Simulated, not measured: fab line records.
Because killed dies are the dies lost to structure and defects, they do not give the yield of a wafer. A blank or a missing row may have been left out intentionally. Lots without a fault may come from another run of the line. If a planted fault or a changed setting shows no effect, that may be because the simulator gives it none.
Lot-split experiment -- flow n5Finfet -- 39 wafers read from 7 lots, route of 1938 steps

SPLIT DETAILS
At N5_FIN_SAQP_SPACER2_ALD_28 (deposits SiO2, target thk 8.1 nm, pulse time 1 s, purge time 2 s), the setting targetThkA was moved away from the recipe's 81 angstrom on 18 of the 39 wafers read, by -48.7% to +31.7%. This setting was run at the recipe's value on the other wafers.

FROM THE SPLIT TO THE READING: what the file shows between them, 9 steps
- N5_FIN_SAQP_SPACER2_ETCHBACK_29: etches SiO2 in CHF3/O2, target depth 12.2 nm, time 6.1 s
- N5_FIN_SAQP_MANDREL2_REMOVE_60: chemistry HBr/Cl2/O2, target a-Si, stops on SiNx, bt time 10 s
- N5_FIN_SAQP_CD_MEAS_31: target cd 8 nm
- N5_FIN_SAQP_HM_OPEN_33: chemistry CH3F/O2, target SiNx, target depth 49.4 nm, time 70.6 s
- N5_FIN_SAQP_ETCH_34: etches SiO2 in C4F6/O2, target depth 45 nm, time 15 s
- N5_FIN_SAQP_STRIP_77: strips in N2/H2, time 90 s
- N5_FIN_SAQP_HM_CD_35: target cd 8 nm
- N5_FIN_SAQP_ETCH_64: etches SiO2 in CF4, target depth 1.5 nm
- N5_FIN_SAQP_FIN_ETCH_36: etches the open film in HBr/Cl2/O2, target depth 120 nm, time 50.4 s

THE READING
Shown in nm: cdNm at N5_FIN_SAQP_CD_MEAS_37, with target cd 8 nm. Fault-free wafers of this fab line usually give 8.05 nm, standard deviation 0.25 nm.

wafer,"tool, chamber at the split","targetThkA as run, angstrom",against the recipe,"cdNm, nm",against lot-mates on the recipe
L078.1,"aldSin-03, 1,0,2",81,recipe,7.91,-
L078.2,"aldSin-03, 1,0,2",81,recipe,8.15,-
L078.3,"aldSin-03, 1,0,2",81,recipe,7.85,-
L078.4,"aldSin-03, 3,0,3",41.59,-48.7%,3.76,-4.21
L078.5,"aldSin-03, 3,0,3",41.59,-48.7%,3.83,-4.14
L078.6,"aldSin-03, 3,0,3",41.59,-48.7%,3.80,-4.17
L079.1,"aldSin-02, 3,2",81,recipe,8.35,-
L079.2,"aldSin-02, 1,1,2",102,+25.9%,9.99,+1.62
L079.3,"aldSin-02, 0",81,recipe,8.23,-
L079.4,"aldSin-02, 3,2",81,recipe,8.52,-
L079.5,"aldSin-02, 1,1,2",102,+25.9%,10.00,+1.63
L079.6,"aldSin-02, 1,1,2",102,+25.9%,10.46,+2.09
L086.1,"aldSin-01, 0,1,3",81,recipe,8.26,-
L086.2,"aldSin-01, 3,2,2",48.07,-40.7%,5.07,-2.70
L086.3,"aldSin-01, 3,2,2",48.07,-40.7%,4.98,-2.79
L086.4,"aldSin-01, 0,1,3",81,recipe,7.63,-
L086.5,"aldSin-01, 0,1,3",81,recipe,7.41,-
L086.6,"aldSin-01, 3,2,2",48.07,-40.7%,4.54,-3.23
L087.1,"aldSin-01, 3",81,recipe,8.28,-
L087.2,"aldSin-01, 0",106.7,+31.7%,10.95,+2.80
L087.3,"aldSin-01, 2",106.7,+31.7%,10.53,+2.38
L087.4,"aldSin-01, 1",81,recipe,8.01,-
L087.5,"aldSin-01, 0",106.7,+31.7%,10.21,+2.06
L087.6,"aldSin-01, 3",81,recipe,8.17,-
L090.1,"aldSin-01, 2,1,0",81,recipe,8.20,-
L090.2,"aldSin-01, 2,1,0",81,recipe,8.07,-
L090.4,"aldSin-01, 2,1,0",81,recipe,7.95,-
L093.1,"aldSin-03, 0,1",54.99,-32.1%,5.33,-2.71
L093.2,"aldSin-03, 2,3",81,recipe,7.89,-
L093.3,"aldSin-03, 2,3",81,recipe,8.04,-
L093.4,"aldSin-03, 1",54.99,-32.1%,5.16,-2.88
L093.5,"aldSin-03, 0,1",54.99,-32.1%,5.55,-2.49
L093.6,"aldSin-03, 2",81,recipe,8.19,-
L094.1,"aldSin-02, 3,1",81,recipe,8.09,-
L094.2,"aldSin-02, 3,1",81,recipe,7.54,-
L094.3,"aldSin-02, 2,2,1",46.62,-42.4%,4.27,-3.56
L094.4,"aldSin-02, 2,2,1",46.62,-42.4%,4.54,-3.29
L094.5,"aldSin-02, 2,2,1",46.62,-42.4%,4.66,-3.17
L094.6,"aldSin-02, 3",81,recipe,7.86,-
When a row names more than one chamber, that row covers several wafers, and the file does not tell which wafer ran in which chamber.

THE FIT
A straight line over all 39 wafers: cdNm changes by +0.0826 nm for each +1% of targetThkA; r = +0.99; the points scatter about the line by 0.26 nm.
The same after taking each lot's own level away (the mean of its wafers on the recipe; 39 wafers): +0.0782 nm for each +1%; r = +0.99; scatter 0.25 nm.
That fit puts the effect of the largest move of targetThkA on the reading at 3.8 nm.
Across the lots, their own levels run from 7.767 to 8.367 nm, a range of 2.4 times the standard deviation given above.
The two slopes agree, so the slope changes little with the lot-to-lot level.
Check: with one of the wafers moved furthest among these (-48.7%) left out of the fit, the line predicts -3.81 nm for it against its lot-mates. Against them it came out at -4.21 nm.

THE WHOLE CHAIN: every reading that the file lists as answering this split, in the file's order
step,what it does,reading,change (the file's fit),r (the file's)
N5_FIN_SAQP_SPACER2_ALD_28,"deposits SiO2, target thk 8.1 nm, pulse time 1 s, purge time 2 s","SiO2_of_FIN_SAQP_SPACER2_ALD_28.thkNm (the simulator's own value, which no gauge read)",+0.0811 nm for each +1% of the setting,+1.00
N5_FIN_SAQP_MANDREL2_REMOVE_60,"chemistry HBr/Cl2/O2, target a-Si, stops on SiNx, bt time 10 s","FIN_SAQP.cdNm (the simulator's own value, which no gauge read)",+0.0797 nm for each +1% of the setting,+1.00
N5_FIN_SAQP_CD_MEAS_31,target cd 8 nm,cdNm,+0.0788 nm for each +1% of the setting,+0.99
N5_FIN_SAQP_HM_CD_35,target cd 8 nm,cdNm,+0.0824 nm for each +1% of the setting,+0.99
N5_FIN_SAQP_FIN_ETCH_36,"etches the open film in HBr/Cl2/O2, target depth 120 nm, time 50.4 s","FIN_SAQP.cdNm (the simulator's own value, which no gauge read)",+0.0792 nm for each +1% of the setting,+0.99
N5_FIN_SAQP_CD_MEAS_37,target cd 8 nm,cdNm,+0.0788 nm for each +1% of the setting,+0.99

FILE'S OWN FIT
cdNm changes by +0.0788 nm for each +1% of targetThkA, r = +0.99.
